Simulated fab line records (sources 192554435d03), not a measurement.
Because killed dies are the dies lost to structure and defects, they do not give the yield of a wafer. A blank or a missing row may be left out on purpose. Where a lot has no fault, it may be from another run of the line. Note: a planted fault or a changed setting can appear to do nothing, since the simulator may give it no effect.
One fault seen from 2 desks + flow n5_finfet + each desk has only its own numbers; what lay behind them comes last

== METROLOGY DESK ==
What the gauges read for every lot (on any tool): the sampled wafers with a number, averaged. If a lot's mean is further than 4 standard deviations from the usual mean, the lot is out of limits and carries the mark OUT (the distance appears in the brackets). Of its 10 readings 7 are shown: those that lie furthest out on some lot.
Columns: A = DIBL_N at N5_BEOL_M4_RC_MEAS_101, usual 35.9 mV/V; B = DIBL_P at N5_BEOL_M4_RC_MEAS_101, usual 35.6 mV/V; C = IOFF_N at N5_BEOL_M4_RC_MEAS_101, usual 0.149 nA/um; D = IOFF_P at N5_BEOL_M4_RC_MEAS_101, usual 0.20 nA/um; E = ION_N at N5_BEOL_M4_RC_MEAS_101, usual 671 uA/um; F = SS_N at N5_BEOL_M4_RC_MEAS_101, usual 71.4 mV/dec; G = VT_N at N5_BEOL_M4_RC_MEAS_101, usual 251 mV
| lot  | first seen here | A    | B    | C     | D    | E   | F    | G   |
|------|-----------------|------|------|-------|------|-----|------|-----|
| L579 | day 8 12:00     | 34.8 | 37.0 | 0.149 | 0.19 | 672 | 71.7 | 255 |
| L581 | day 9 00:58     | 33.6 | 34.2 | 0.123 | 0.18 | 667 | 71.0 | 253 |
| L583 | day 9 04:26     | 36.2 | 37.0 | 0.149 | 0.18 | 664 | 71.6 | 251 |
| L582 | day 9 07:43     | 35.5 | 33.2 | 0.133 | 0.17 | 670 | 71.0 | 252 |
| L584 | day 9 13:25     | 36.4 | 35.4 | 0.152 | 0.22 | 673 | 71.5 | 250 |
| L586 | day 10 06:55    | 34.2 | 33.9 | 0.133 | 0.18 | 664 | 70.8 | 252 |
| L587 | day 10 14:43    | 37.8 | 38.6 | 0.195 | 0.23 | 686 | 71.8 | 246 |
| L593 | day 11 18:13    | 36.8 | 35.2 | 0.137 | 0.18 | 668 | 71.1 | 252 |
| L594 | day 12 09:48    | 36.7 | 36.3 | 0.151 | 0.20 | 661 | 72.3 | 252 |
| L595 | day 12 13:02    | 35.7 | 35.2 | 0.124 | 0.17 | 664 | 71.2 | 254 |
| L599 | day 13 12:37    | 38.2 | 37.2 | 0.190 | 0.25 | 687 | 71.7 | 247 |
This desk's finding: nothing out of limits on any of the 11 lots.

== THE TOOL OWNER'S DESK: ald_metal-01 ==
The tool's own readings at N5_BEOL_M0_ALD_136 (deposits TaN, pulse time 2 s, purge time 3 s, co reactant purge time 2 s): means of the sampled wafers that have a number, for each lot that ran on this tool. If a lot's mean is further than 4 standard deviations from the usual mean, the lot is out of limits and carries the mark OUT (the distance appears in the brackets).
Columns: A = heater_power_w at N5_BEOL_M0_ALD_136, usual 426 W
| lot  | first seen here | A   |
|------|-----------------|-----|
| L579 | day 6 15:50     | 442 |
| L582 | day 7 10:10     | 448 |
| L583 | day 7 12:16     | 433 |
| L586 | day 8 07:37     | 422 |
| L593 | day 10 02:41    | 456 |
| L595 | day 10 12:37    | 444 |
This desk's finding: nothing out of limits on any of the 6 lots.

== PUT TOGETHER ==
At the metrology desk, nothing out of limits was observed.
Nothing out of limits was seen by the tool owner's desk.

== WHAT THE SIMULATOR HAD INSERTED ==
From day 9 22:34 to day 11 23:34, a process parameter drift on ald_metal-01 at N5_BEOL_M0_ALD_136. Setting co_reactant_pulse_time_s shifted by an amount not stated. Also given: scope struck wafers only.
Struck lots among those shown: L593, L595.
